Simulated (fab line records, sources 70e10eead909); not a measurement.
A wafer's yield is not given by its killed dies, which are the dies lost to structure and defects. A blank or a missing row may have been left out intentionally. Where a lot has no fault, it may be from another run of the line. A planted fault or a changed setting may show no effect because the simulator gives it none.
fab line records	flow nand-harc
[record] lots = 24	wafers = 72	last-day = 33
route steps=1302 shown A_ZERO_WELL@403 A_ONON_D1@447 A_CHANNEL_HOLE_D1@463 A_CHANNEL_HOLE_D2@609
lots that met no fault: from a run of the same line without faults
start-h: start of the lot's first displayed wafer, in hours after the record's first day	wait-h: hours from the lot's prior step to this one	" the same as in the row above	L1.1+2: one row covering several wafers at once	- either no value or no given start	* or withheld: withheld	< > ~ a bound
route shown NAME@n: a module of which the file shows steps, and the number in the route of the first	usual: mean and standard deviation over wafers with no fault	same: alike in all rows	chamber/n: place in a boat	sites: readings site by site	_std_site: standard deviation across them	_edge_site: inner sites' mean taken away from outer sites' mean	radius-mm: for every site, how far away it sits from the centre of the wafer	mask NAME#n: copy n	behind: the most recent tool/chamber to have shaped the wafer	hold: why the lot was held/for how many hours/how that ended	device: the n, p or np transistor that did not switch	end of line: the route-end tests of the same wafers	where a step has no rows: the recipe by itself	killed: not the wafer's yield, but the dies lost to structure and defects at the first sort	map: dies across one wafer; x = killed, . = not, _ = none there
set.NAME: the run value of the setting; set.NAME@STEP: its run value at that earlier step	model.NAME: the simulator's own value behind a step, which no gauge read
the route's steps for a sample of lots (tables are steps, rows are wafers)
services: the hour from which a tool's chamber was out of use, counted from the record's first day as start-h (under 0 if before that day), plus the number of hours and why
[[steps]]
[step NHARC_A_ZERO_WELL_DESCUM_12]
[recipe] time-s = 3	o2-flow-sccm = 200	ar-flow-sccm = 0	bias-power-w = 0	chemistry = O2
[usual] drypump-motor-current-A = 5.8/0.39	oes-product-au = 1.005/0.0088	rf-vpp-V = 57.8/0.9	showerhead-plenum-p-Torr = 1.90/0.086	throttle-valve-pct = 11.311/0.009
lot.wafer	tool	chamber	start-h	wait-h	drypump-motor-current-A	oes-product-au	rf-hours-counter-h	rf-vpp-V	showerhead-plenum-p-Torr	throttle-valve-pct
L074.2	rie-diel-06	1	141.20	-	5.9	1.014	0	58.2	1.86	11.307
L074.3	"	0	"	"	5.7	1.008	0	57.2	1.82	11.307
L074.5	"	1	"	"	5.9	1.009	-	57.0	1.86	11.309
L075.3	rie-diel-06	0	152.20	-	5.7	1.007	0	59.0	1.82	11.311
L075.2	"	3	"	"	5.4	1.019	0	57.4	1.97	11.315
L075.5	"	0	"	"	5.7	1.006	-	57.7	1.82	11.307
L076.3	rie-diel-06	3	154.54	-	5.4	0.997	0	58.3	1.97	11.312
L076.5	"	0	"	"	5.7	1.000	-	57.0	1.82	11.310
L076.6	"	1	"	"	6.0	1.005	-	57.6	1.86	11.296
L077.4	rie-diel-06	1	177.94	-	5.9	1.006	1	57.1	1.86	11.320
L077.2	"	3	"	"	5.4	1.003	1	58.0	1.97	11.315
L077.6	"	1	"	"	5.9	1.010	-	56.6	1.86	11.324
L078.3	rie-diel-06	2	178.65	-	6.0	1.002	1	58.1	1.99	11.305
L078.4	"	0	"	"	5.7	0.987	1	59.1	1.82	11.301
L078.5	"	1	"	"	5.9	1.003	-	58.4	1.86	11.297
L079.2	rie-diel-13	1	189.27	-	5.2	0.994	2	57.8	1.80	11.314
L079.6	"	1	"	"	5.1	0.990	-	58.3	1.80	11.301
L079.5	"	2	"	"	5.9	1.008	-	56.9	1.82	11.319
L080.4	rie-diel-13	0	194.94	-	6.5	0.993	4	59.3	2.05	11.323
L080.3	"	1	"	"	5.1	0.987	3	57.0	1.80	11.320
L080.6	"	3	"	"	5.2	1.003	-	57.9	1.83	11.322
L081.2	rie-diel-13	3	210.82	-	5.2	1.010	6	57.8	1.83	11.317
L081.4	"	1	"	"	5.2	1.002	4	58.4	1.80	11.313
L081.6	"	2	"	"	5.8	1.018	-	57.2	1.82	11.319
L082.2	rie-diel-06	1	218.14	-	5.9	1.013	2	57.6	1.86	11.299
L082.4	"	3	"	"	5.4	1.018	2	57.5	1.97	11.312
L082.5	"	1	"	"	6.0	1.007	-	57.3	1.86	11.318
L084.4	rie-diel-06	2	234.80	-	6.0	1.013	3	57.3	1.99	11.296
L084.3	"	1	"	"	5.9	1.005	3	57.2	1.86	11.318
L084.6	"	2	"	"	6.0	0.992	-	58.1	1.99	11.310
L083.3	rie-diel-06	0	235.72	-	5.7	1.003	3	57.0	1.82	11.307
L083.4	"	1	"	"	6.0	1.012	3	57.3	1.86	11.302
L083.2	"	2	"	"	6.0	1.006	3	58.1	1.99	11.312
L085.2	rie-diel-11	0	246.87	-	5.3	1.006	60	58.2	2.06	11.315
L085.3	"	2	"	"	5.5	1.009	57	56.9	1.85	11.288
L085.5	"	1	"	"	6.4	1.015	-	59.1	1.97	11.316
L086.4	rie-diel-06	1	257.18	-	6.0	1.010	3	58.7	1.86	11.293
L086.6	"	0	"	"	5.8	0.994	-	58.8	1.82	11.306
L086.5	"	1	"	"	5.9	1.014	-	58.6	1.86	11.326
L087.3	rie-diel-06	1	284.93	-	6.0	1.003	4	57.2	1.86	11.317
L087.4	"	2	"	"	6.0	1.024	4	58.4	1.99	11.290
L087.6	"	1	"	"	5.9	1.004	-	56.9	1.86	11.327
L088.3	rie-diel-13	0	285.71	-	6.5	1.008	19	58.7	2.04	11.320
L088.2	"	3	"	"	5.1	0.997	19	57.8	1.82	11.302
L088.6	"	1	"	"	5.2	0.996	-	56.7	1.80	11.311
L089.3	rie-diel-06	0	287.36	-	5.8	0.991	4	57.8	1.82	11.320
L089.2	"	2	"	"	6.0	1.015	4	57.0	1.99	11.308
L089.4	"	0	"	"	5.8	1.002	-	57.8	1.82	11.316
L090.4	rie-diel-06	1	297.68	-	5.9	1.023	4	57.6	1.86	11.309
L090.5	"	2	"	"	6.0	1.019	-	57.2	1.99	11.306
L090.6	"	3	"	"	5.3	1.013	-	58.1	1.97	11.318
L091.4	rie-diel-11	2	310.19	-	5.5	1.007	15	58.3	1.84	11.315
L091.3	"	3	"	"	6.3	0.997	18	58.3	1.98	11.303
L091.5	"	1	"	"	6.4	1.006	-	58.6	1.96	11.303
L092.4	rie-diel-11	1	314.99	-	6.4	1.007	15	57.7	1.96	11.312
L092.3	"	2	"	"	5.5	1.009	16	58.5	1.84	11.321
L092.5	"	0	"	"	5.3	1.008	-	59.0	2.05	11.307
L093.1	rie-diel-13	2	325.92	-	5.9	0.997	24	56.8	1.82	11.316
L093.5	"	1	"	"	5.2	0.998	-	57.5	1.79	11.312
L093.6	"	2	"	"	5.9	1.011	-	58.1	1.82	11.302
L094.1	rie-diel-13	3	331.19	-	5.1	1.001	26	55.4	1.82	11.320
L094.3	"	0	"	"	6.5	1.006	26	58.1	2.04	11.331
L094.6	"	2	"	"	5.9	1.016	-	56.7	1.82	11.313
L095.1	rie-diel-06	2	349.63	-	6.0	1.006	1	57.5	1.99	11.306
L095.4	"	3	"	"	5.4	1.012	1	59.2	1.97	11.304
L095.5	"	2	"	"	6.0	0.998	-	58.5	1.99	11.315
L096.2	rie-diel-13	1	357.54	-	5.1	0.979	0	57.4	1.79	11.311
L096.4	"	2	"	"	5.9	1.019	1	57.4	1.82	11.319
L096.5	"	3	"	"	5.2	1.014	-	58.1	1.82	11.318
L097.3	rie-diel-06	3	366.46	-	5.4	1.001	2	57.9	1.97	11.311
L097.1	"	0	"	"	5.8	0.997	2	58.5	1.82	11.307
L097.5	"	2	"	"	6.0	1.004	-	56.8	1.99	11.306
[step NHARC_A_ONON_D1_THK_MEAS_34]
[recipe] thk-meas-gauge = ellipsometry
[usual] thk-nm = 199.4/2.9
lot.wafer	tool	chamber	start-h	wait-h	thk-nm
L074.2	film-metro-01	-	178.20	-	197.0
L074.3	"	-	"	"	195.6
L074.5	"	-	"	"	202.0
L075.2	film-metro-02	-	188.27	-	196.9
L075.3	"	-	"	"	199.6
L075.5	"	-	"	"	201.5
L076.3	film-metro-01	-	188.29	-	196.3
L076.5	"	-	"	"	200.4
L076.6	"	-	"	"	203.1
L077.2	film-metro-02	-	215.01	-	198.0
L077.4	"	-	"	"	198.5
L077.6	"	-	"	"	200.9
L078.3	film-metro-02	-	215.22	-	199.3
L078.4	"	-	"	"	197.6
L078.5	"	-	"	"	200.5
L079.2	film-metro-02	-	226.03	-	198.1
L079.5	"	-	"	"	202.1
L079.6	"	-	"	"	201.5
L080.3	film-metro-01	-	230.62	-	200.6
L080.4	"	-	"	"	203.7
L080.6	"	-	"	"	201.4
L081.2	film-metro-02	-	250.15	-	196.2
L081.4	"	-	"	"	200.6
L081.6	"	-	"	"	199.6
L082.2	film-metro-01	-	250.15	-	196.4
L082.4	"	-	"	"	197.6
L082.5	"	-	"	"	199.7
L084.3	film-metro-01	-	270.27	-	194.4
L084.4	"	-	"	"	201.3
L084.6	"	-	"	"	199.4
L083.2	film-metro-02	-	270.30	-	200.4
L083.3	"	-	"	"	198.0
L083.4	"	-	"	"	204.5
L085.2	film-metro-02	-	285.87	-	200.2
L085.3	"	-	"	"	200.7
L085.5	"	-	"	"	203.0
L086.4	film-metro-01	-	292.62	-	199.2
L086.5	"	-	"	"	203.3
L086.6	"	-	"	"	200.8
L087.3	film-metro-01	-	319.96	-	196.4
L087.4	"	-	"	"	199.8
L087.6	"	-	"	"	200.7
L088.2	film-metro-02	-	320.19	-	201.5
L088.3	"	-	"	"	199.6
L088.6	"	-	"	"	203.4
L089.2	film-metro-01	-	320.31	-	201.9
L089.3	"	-	"	"	201.0
L089.4	"	-	"	"	199.3
L090.4	film-metro-01	-	335.30	-	198.5
L090.5	"	-	"	"	197.4
L090.6	"	-	"	"	200.2
L091.3	film-metro-01	-	346.32	-	199.1
L091.4	"	-	"	"	203.9
L091.5	"	-	"	"	205.1
L092.3	film-metro-01	-	355.67	-	194.7
L092.4	"	-	"	"	199.0
L092.5	"	-	"	"	200.8
L093.1	film-metro-01	-	360.84	-	195.2
L093.5	"	-	"	"	198.0
L093.6	"	-	"	"	195.4
L094.1	film-metro-02	-	366.41	-	197.1
L094.3	"	-	"	"	197.5
L094.6	"	-	"	"	202.3
L095.1	film-metro-01	-	384.35	-	201.4
L095.4	"	-	"	"	204.4
L095.5	"	-	"	"	200.3
L096.2	film-metro-01	-	392.30	-	197.9
L096.4	"	-	"	"	205.7
L096.5	"	-	"	"	202.6
L097.1	film-metro-02	-	404.84	-	195.0
L097.3	"	-	"	"	202.5
L097.5	"	-	"	"	203.2
[step NHARC_A_CHANNEL_HOLE_D1_OVL_MEAS_11]
[usual] overlay-x-nm = -0.1/0.88	overlay-y-nm = 0.1/0.73
lot.wafer	tool	chamber	start-h	wait-h	overlay-x-nm	overlay-y-nm
L074.2	overlay-02	-	182.54	-	-1.8	0.7
L074.3	"	-	"	"	-1.7	1.4
L074.5	"	-	"	"	-1.4	0.8
L075.2	overlay-02	-	191.12	-	-1.0	1.0
L075.3	"	-	"	"	-1.8	0.6
L075.5	"	-	"	"	-1.6	1.1
L076.3	overlay-02	-	191.27	-	-0.2	-0.3
L076.5	"	-	"	"	-0.1	-0.8
L076.6	"	-	"	"	-0.5	-0.7
L077.2	overlay-02	-	217.82	-	0.1	0.2
L077.4	"	-	"	"	-0.1	0.5
L077.6	"	-	"	"	0.2	-0.1
L078.3	overlay-02	-	218.56	-	0.3	-0.4
L078.4	"	-	"	"	0.2	-0.2
L078.5	"	-	"	"	-0.2	-0.1
L079.2	overlay-02	-	228.92	-	1.3	1.4
L079.5	"	-	"	"	1.5	0.6
L079.6	"	-	"	"	1.7	0.8
L080.3	overlay-01	-	236.47	-	-1.4	-0.9
L080.4	"	-	"	"	-1.1	-1.3
L080.6	"	-	"	"	-1.0	-0.4
L081.2	overlay-01	-	256.08	-	0.4	0.4
L081.4	"	-	"	"	0.0	0.6
L081.6	"	-	"	"	0.6	1.1
L082.2	overlay-02	-	256.49	-	0.7	0.0
L082.4	"	-	"	"	1.0	0.1
L082.5	"	-	"	"	0.8	-0.7
L084.3	overlay-01	-	273.01	-	-0.3	-1.1
L084.4	"	-	"	"	-0.2	0.1
L084.6	"	-	"	"	0.3	-1.0
L083.2	overlay-02	-	275.00	-	0.1	-0.8
L083.3	"	-	"	"	0.1	-2.0
L083.4	"	-	"	"	-0.2	-1.4
L085.2	overlay-02	-	288.63	-	-1.1	1.3
L085.3	"	-	"	"	-0.6	1.5
L085.5	"	-	"	"	-1.1	0.9
L086.4	overlay-01	-	296.66	-	0.8	0.5
L086.5	"	-	"	"	0.0	1.7
L086.6	"	-	"	"	0.3	1.4
L087.3	overlay-02	-	322.87	-	1.0	-0.5
L087.4	"	-	"	"	1.0	-0.7
L087.6	"	-	"	"	1.4	-0.9
L088.2	overlay-01	-	323.95	-	-2.0	0.3
L088.3	"	-	"	"	-2.3	0.0
L088.6	"	-	"	"	-1.9	0.3
L089.2	overlay-01	-	325.75	-	-1.5	-0.5
L089.3	"	-	"	"	-0.9	-0.4
L089.4	"	-	"	"	-0.8	0.1
L090.4	overlay-02	-	338.18	-	0.5	-0.5
L090.5	"	-	"	"	0.1	0.4
L090.6	"	-	"	"	0.2	0.2
L091.3	overlay-02	-	350.83	-	-0.1	1.0
L091.4	"	-	"	"	-0.7	1.1
L091.5	"	-	"	"	-0.1	0.6
L092.3	overlay-01	-	362.38	-	0.0	-0.4
L092.4	"	-	"	"	0.1	0.2
L092.5	"	-	"	"	-0.4	-0.5
L093.1	overlay-01	-	364.73	-	0.1	0.1
L093.5	"	-	"	"	-0.3	-0.6
L093.6	"	-	"	"	0.4	-0.1
L094.1	overlay-02	-	370.44	-	0.1	-0.8
L094.3	"	-	"	"	1.0	0.1
L094.6	"	-	"	"	0.7	-0.2
L095.1	overlay-01	-	391.45	-	0.8	0.7
L095.4	"	-	"	"	1.1	0.0
L095.5	"	-	"	"	1.8	0.3
L096.2	overlay-02	-	395.20	-	0.6	0.2
L096.4	"	-	"	"	0.5	0.6
L096.5	"	-	"	"	1.0	0.4
L097.1	overlay-01	-	407.60	-	0.3	1.0
L097.3	"	-	"	"	0.0	0.3
L097.5	"	-	"	"	0.2	0.8
[step NHARC_A_CHANNEL_HOLE_D1_ETCH_19]
[recipe] bias-v = 1200	source-w = 2500	pressure-mtorr = 15	time-s = 34.5	ar-flow-sccm = 375	c4f8-flow-sccm = 28.8	o2-flow-sccm = 96.2	temp-c = -20	target-depth-a = *	chemistry = C4F8/O2/Ar
[usual] drypump-motor-current-A = 5.76/0.13	showerhead-plenum-p-Torr = 3.67/0.13	throttle-valve-pct = 37.039/0.0091
lot.wafer	tool	chamber	start-h	wait-h	drypump-motor-current-A	rf-hours-counter-h	showerhead-plenum-p-Torr	throttle-valve-pct
L074.2	har-etch-01	1	183.84	0.1	5.83	84	3.78	37.029
L074.3	"	1	"	"	5.85	-	3.78	37.053
L074.5	"	0	"	"	5.94	-	3.65	37.047
L075.2	har-etch-01	0	192.48	0.2	5.95	92	3.64	37.042
L075.3	"	1	"	"	5.83	-	3.78	37.039
L075.5	"	0	"	"	5.96	-	3.64	37.036
L076.3	har-etch-02	0	196.55	4.1	5.64	-	3.55	37.041
L076.6	"	1	"	"	5.64	-	3.69	37.041
L076.5	"	0	"	"	5.65	-	3.55	37.033
L077.2	har-etch-01	0	219.10	0.1	5.95	107	3.64	37.060
L077.4	"	0	"	"	5.97	-	3.64	37.030
L077.6	"	1	"	"	5.83	-	3.77	37.041
L078.4	har-etch-02	1	219.87	0.1	5.65	-	3.68	37.029
L078.3	"	0	"	"	5.68	-	3.54	37.023
L078.5	"	1	"	"	5.65	-	3.68	37.044
L079.2	har-etch-01	0	232.62	2.5	5.97	115	3.63	37.025
L079.6	"	1	"	"	5.83	-	3.77	37.033
L079.5	"	0	"	"	5.96	-	3.63	37.040
L080.3	har-etch-01	0	237.78	0.1	5.94	-	3.63	37.036
L080.4	"	1	"	"	5.84	-	3.76	37.036
L080.6	"	1	"	"	5.85	-	3.76	37.037
L081.2	har-etch-01	0	257.39	0.1	5.96	126	3.63	37.052
L081.4	"	1	"	"	5.84	-	3.76	37.022
L081.6	"	1	"	"	5.85	-	3.76	37.033
L082.2	har-etch-02	1	258.11	0.1	5.62	343	3.67	37.034
L082.4	"	1	"	"	5.64	-	3.67	37.019
L082.5	"	1	"	"	5.63	-	3.67	37.044
L084.4	har-etch-02	0	274.77	0.1	5.64	-	3.53	37.033
L084.3	"	1	"	"	5.62	-	3.67	37.023
L084.6	"	1	"	"	5.62	-	3.67	37.055
L083.2	har-etch-01	1	276.28	0.1	5.87	138	3.75	37.036
L083.4	"	1	"	"	5.84	-	3.75	37.028
L083.3	"	0	"	"	5.96	-	3.62	37.057
L085.2	har-etch-02	1	289.91	0.1	5.62	362	3.66	37.035
L085.3	"	1	"	"	5.60	-	3.66	37.040
L085.5	"	1	"	"	5.62	-	3.66	37.050
L086.4	har-etch-02	1	297.98	0.1	5.64	-	3.66	37.029
L086.6	"	1	"	"	5.61	-	3.66	37.025
L086.5	"	0	"	"	5.66	-	3.52	37.050
L087.4	har-etch-02	1	324.18	0.1	5.63	-	3.65	37.039
L087.3	"	0	"	"	5.66	-	3.51	37.038
L087.6	"	1	"	"	5.62	-	3.65	37.035
L088.2	har-etch-01	0	325.24	0.1	5.98	164	3.61	37.021
L088.3	"	1	"	"	5.84	-	3.74	37.037
L088.6	"	1	"	"	5.82	-	3.74	37.036
L089.2	har-etch-02	0	328.32	1.4	5.67	382	3.51	37.037
L089.3	"	1	"	"	5.64	-	3.65	37.028
L089.4	"	0	"	"	5.66	-	3.51	37.033
L090.4	har-etch-01	0	339.72	0.1	5.97	-	3.60	37.029
L090.6	"	1	"	"	5.84	-	3.73	37.047
L090.5	"	0	"	"	5.95	-	3.60	37.031
L091.4	har-etch-02	0	352.14	0.1	5.66	-	3.50	37.029
L091.3	"	1	"	"	5.65	-	3.64	37.036
L091.5	"	0	"	"	5.69	-	3.50	37.048
L092.4	har-etch-02	0	365.72	2.1	5.65	-	3.50	37.035
L092.3	"	1	"	"	5.64	-	3.64	37.051
L092.5	"	0	"	"	5.68	-	3.50	37.034
L093.1	har-etch-01	1	366.15	0.2	5.82	191	3.72	37.051
L093.5	"	0	"	"	5.93	-	3.59	37.040
L093.6	"	1	"	"	5.79	-	3.72	37.044
L094.1	har-etch-02	1	374.05	2.3	5.63	412	3.63	37.039
L094.3	"	1	"	"	5.61	-	3.63	37.033
L094.6	"	0	"	"	5.69	-	3.49	37.035
L095.1	har-etch-02	1	395.22	2.6	5.65	0	3.99	37.026
L095.4	"	1	"	"	5.62	-	3.99	37.038
L095.5	"	0	"	"	5.64	-	3.99	37.043
L096.2	har-etch-02	1	399.39	3.0	5.63	4	3.98	37.042
L096.4	"	0	"	"	5.65	-	3.98	37.040
L096.5	"	0	"	"	5.65	-	3.98	37.029
L097.1	har-etch-01	0	408.90	0.1	5.97	221	3.57	37.050
L097.3	"	0	"	"	5.96	-	3.57	37.054
L097.5	"	1	"	"	5.82	-	3.71	37.032
[step NHARC_A_CHANNEL_HOLE_D1_ETCH_44]
[recipe] target-depth-a = 1400	overetch-a = 140	time-s = 77	ion-energy-ev = 100	cf4-flow-sccm = 80	o2-flow-sccm = 20	ar-flow-sccm = 0	rf-w = 300	bias-w = 100	chemistry = CF4/O2
[usual] drypump-motor-current-A = 5.8/0.4	oes-product-au = 0.999/0.011	rf-vpp-V = 197.6/1.5	showerhead-plenum-p-Torr = 1.32/0.062	throttle-valve-pct = 13.397/0.0094
lot.wafer	tool	chamber	start-h	wait-h	drypump-motor-current-A	oes-product-au	rf-hours-counter-h	rf-vpp-V	showerhead-plenum-p-Torr	throttle-valve-pct
L074.2	rie-diel-03	1	188.54	0.1	5.4	0.998	6	199.6	1.42	13.388
L074.3	"	3	"	"	6.4	0.992	7	198.6	1.37	13.395
L074.5	"	0	"	"	5.4	1.011	-	195.5	1.24	13.393
L075.3	rie-diel-10	3	197.21	0.1	6.1	1.014	38	199.3	1.37	13.399
L075.2	"	1	"	"	6.1	1.012	40	198.2	1.31	13.396
L075.5	"	2	"	"	5.5	1.022	-	196.7	1.26	13.406
L076.3	rie-diel-10	3	201.22	0.1	6.1	1.021	39	198.7	1.37	13.394
L076.5	"	3	"	"	6.1	1.022	-	198.3	1.37	13.389
L076.6	"	0	"	"	6.3	1.005	-	197.9	1.33	13.390
L077.2	rie-diel-10	1	223.79	0.1	6.1	1.002	50	197.5	1.31	13.405
L077.4	"	2	"	"	5.5	1.013	51	196.3	1.25	13.399
L077.6	"	1	"	"	6.1	1.008	-	197.7	1.31	13.388
L078.4	rie-diel-03	1	224.56	0.1	5.4	0.992	9	199.7	1.42	13.401
L078.3	"	3	"	"	6.4	0.979	9	197.3	1.37	13.405
L078.5	"	2	"	"	5.5	0.992	-	198.1	1.30	13.383
L079.2	rie-diel-07	3	237.47	0.1	6.0	1.013	33	198.1	1.32	13.398
L079.6	"	2	"	"	5.8	0.992	-	195.4	1.26	13.409
L079.5	"	3	"	"	6.0	1.025	-	199.0	1.32	13.392
L080.4	rie-diel-03	3	242.45	0.1	6.5	0.986	11	197.1	1.37	13.385
L080.3	"	1	"	"	5.4	0.989	10	200.3	1.42	13.385
L080.6	"	2	"	"	5.5	0.993	-	197.5	1.30	13.413
L081.4	rie-diel-03	0	262.14	0.1	5.4	0.992	14	196.8	1.24	13.396
L081.2	"	1	"	"	5.4	0.984	12	197.6	1.42	13.403
L081.6	"	3	"	"	6.4	0.985	-	198.4	1.37	13.403
L082.2	rie-diel-10	3	262.99	0.1	6.2	1.003	2	198.5	1.36	13.393
L082.4	"	2	"	"	5.5	1.006	2	196.2	1.25	13.408
L082.5	"	3	"	"	6.1	1.000	-	198.3	1.36	13.418
L084.4	rie-diel-03	2	279.44	0.1	5.6	0.997	14	197.9	1.30	13.410
L084.3	"	3	"	"	6.4	0.983	14	199.3	1.37	13.409
L084.6	"	3	"	"	6.4	0.985	-	198.6	1.37	13.386
L083.3	rie-diel-03	1	281.03	0.1	5.4	1.002	14	199.8	1.42	13.378
L083.2	"	2	"	"	5.5	0.986	14	197.5	1.30	13.381
L083.4	"	3	"	"	6.4	0.979	14	198.3	1.37	13.411
L085.2	rie-diel-10	3	294.61	0.0	6.1	1.006	16	198.4	1.36	13.405
L085.3	"	2	"	"	5.5	1.011	13	196.0	1.25	13.414
L085.5	"	0	"	"	6.3	1.009	-	198.9	1.33	13.394
L086.4	rie-diel-03	1	302.69	0.1	5.5	0.987	1	200.8	1.42	13.408
L086.5	"	1	"	"	5.5	0.995	-	198.7	1.42	13.379
L086.6	"	2	"	"	5.5	1.005	-	197.4	1.29	13.394
L087.3	rie-diel-03	2	328.89	0.1	5.6	1.006	3	197.0	1.29	13.402
L087.4	"	0	"	"	5.4	1.011	-	193.5	1.24	13.408
L087.6	"	1	"	"	5.4	0.997	-	199.3	1.42	13.393
L088.3	rie-diel-03	0	330.00	0.1	5.4	0.998	3	195.1	1.24	13.395
L088.2	"	1	"	"	5.5	1.003	3	198.4	1.42	13.399
L088.6	"	0	"	"	5.4	0.993	-	195.9	1.24	13.404
L089.2	rie-diel-03	1	333.08	0.1	5.5	0.988	3	199.5	1.42	13.396
L089.3	"	2	"	"	5.5	1.002	3	196.8	1.29	13.393
L089.4	"	2	"	"	5.5	0.997	-	198.4	1.29	13.398
L090.4	rie-diel-03	2	344.44	0.1	5.5	1.004	5	198.1	1.29	13.402
L090.5	"	3	"	"	6.4	0.983	-	198.6	1.37	13.393
L090.6	"	0	"	"	5.4	0.999	-	196.1	1.24	13.385
L091.3	rie-diel-03	2	356.91	0.1	5.5	1.010	6	196.5	1.29	13.376
L091.4	"	3	"	"	6.4	0.975	5	200.2	1.37	13.409
L091.5	"	0	"	"	5.4	1.002	-	197.5	1.24	13.389
L092.4	rie-diel-03	1	370.43	0.1	5.4	0.980	7	199.7	1.42	13.388
L092.3	"	3	"	"	6.4	0.989	6	197.3	1.37	13.408
L092.5	"	1	"	"	5.4	0.984	-	199.9	1.42	13.404
L093.1	rie-diel-07	2	371.02	0.1	5.7	0.994	24	193.9	1.25	13.410
L093.5	"	1	"	"	6.3	0.992	-	198.8	1.34	13.389
L093.6	"	2	"	"	5.7	0.988	-	195.5	1.25	13.400
L094.3	rie-diel-03	3	378.78	0.1	6.4	0.974	7	200.0	1.37	13.384
L094.1	"	2	"	"	5.5	0.994	8	197.4	1.29	13.413
L094.6	"	0	"	"	5.4	0.995	-	196.0	1.24	13.407
L095.4	rie-diel-03	1	399.92	0.1	5.4	0.990	10	199.3	1.42	13.397
L095.1	"	3	"	"	6.4	0.999	9	197.5	1.37	13.394
L095.5	"	2	"	"	5.5	1.011	-	196.1	1.29	13.403
L096.2	rie-diel-03	2	404.11	0.1	5.5	1.000	10	196.9	1.29	13.385
L096.4	"	0	"	"	5.4	1.003	10	196.6	1.24	13.402
L096.5	"	2	"	"	5.5	1.013	-	196.0	1.29	13.385
L097.3	rie-diel-10	0	413.91	0.1	6.3	0.984	53	197.2	1.32	13.405
L097.1	"	1	"	"	6.1	0.988	44	197.1	1.30	13.400
L097.5	"	2	"	"	5.5	1.022	-	196.5	1.24	13.390
[step NHARC_A_CHANNEL_HOLE_D2_INSPECT_40]
[usual] raw-defect-count = 259/70
lot.wafer	tool	chamber	start-h	wait-h	raw-defect-count
L074.2	defect-inspect-01	-	300.15	-	221
L074.3	"	-	"	"	175
L074.5	"	-	"	"	192
L076.3	defect-inspect-01	-	307.79	-	334
L076.5	"	-	"	"	292
L076.6	"	-	"	"	330
L075.2	defect-inspect-02	-	310.32	-	232
L075.3	"	-	"	"	237
L075.5	"	-	"	"	309
L077.2	defect-inspect-01	-	339.47	-	215
L077.4	"	-	"	"	202
L077.6	"	-	"	"	223
L078.3	defect-inspect-01	-	341.97	-	224
L078.4	"	-	"	"	274
L078.5	"	-	"	"	293
L079.2	defect-inspect-02	-	347.12	-	340
L079.5	"	-	"	"	214
L079.6	"	-	"	"	273
L080.3	defect-inspect-01	-	361.04	-	131
L080.4	"	-	"	"	170
L080.6	"	-	"	"	169
L082.2	defect-inspect-02	-	375.57	-	384
L082.4	"	-	"	"	328
L082.5	"	-	"	"	340
L081.2	defect-inspect-02	-	376.05	-	164
L081.4	"	-	"	"	247
L081.6	"	-	"	"	249
L084.3	defect-inspect-02	-	390.03	-	225
L084.4	"	-	"	"	232
L084.6	"	-	"	"	271
L083.2	defect-inspect-01	-	394.20	-	196
L083.3	"	-	"	"	373
L083.4	"	-	"	"	278
L085.2	defect-inspect-01	-	406.19	-	328
L085.3	"	-	"	"	284
L085.5	"	-	"	"	394
L086.4	defect-inspect-01	-	414.27	-	305
L086.5	"	-	"	"	236
L086.6	"	-	"	"	250
L087.3	defect-inspect-02	-	441.67	-	219
L087.4	"	-	"	"	332
L087.6	"	-	"	"	384
L088.2	defect-inspect-02	-	441.88	-	302
L088.3	"	-	"	"	143
L088.6	"	-	"	"	219
L089.2	defect-inspect-01	-	445.84	-	314
L089.3	"	-	"	"	383
L089.4	"	-	"	"	468
L090.4	defect-inspect-01	-	463.60	-	165
L090.5	"	-	"	"	190
L090.6	"	-	"	"	178
L091.3	defect-inspect-02	-	466.58	-	266
L091.4	"	-	"	"	289
L091.5	"	-	"	"	279
L092.3	defect-inspect-01	-	482.42	-	179
L092.4	"	-	"	"	308
L092.5	"	-	"	"	232
L093.1	defect-inspect-02	-	483.02	-	218
L093.5	"	-	"	"	231
L093.6	"	-	"	"	219
L094.1	defect-inspect-01	-	491.48	-	256
L094.3	"	-	"	"	229
L094.6	"	-	"	"	250
L095.1	defect-inspect-01	-	509.09	-	229
L095.4	"	-	"	"	309
L095.5	"	-	"	"	209
L096.2	defect-inspect-01	-	516.92	-	230
L096.4	"	-	"	"	231
L096.5	"	-	"	"	227
L097.1	defect-inspect-01	-	524.74	-	233
L097.3	"	-	"	"	207
L097.5	"	-	"	"	181
[[services]]
tool	chamber	start-h	hours	kind
rie-diel-11	-	117.97	0.4	repair
rie-diel-13	2	119.30	2.7	repair
rie-diel-06	-	130.20	9.0	pm
rie-diel-03	1	137.50	13.3	repair
rie-diel-13	2	139.25	1.6	repair
har-etch-01	-	147.54	5.1	repair
rie-diel-13	-	165.50	9.0	pm
rie-diel-10	-	186.86	0.5	repair
rie-diel-13	3	197.57	5.2	repair
rie-diel-10	-	248.53	9.0	pm
rie-diel-11	-	256.93	9.0	pm
rie-diel-03	-	281.44	9.0	pm
rie-diel-06	1	286.58	8.5	repair
rie-diel-03	-	303.67	5.1	repair
rie-diel-06	-	307.20	9.0	pm
rie-diel-03	3	327.46	13.9	repair
rie-diel-06	3	329.27	9.6	repair
rie-diel-13	1	335.33	21.1	repair
rie-diel-06	1	337.95	5.8	repair
rie-diel-13	-	342.50	9.0	pm
rie-diel-10	1	355.09	12.8	repair
rie-diel-06	3	361.37	4.6	repair
har-etch-02	-	378.22	17.0	pm
rie-diel-06	1	387.29	5.1	repair
[[key]]
fault none
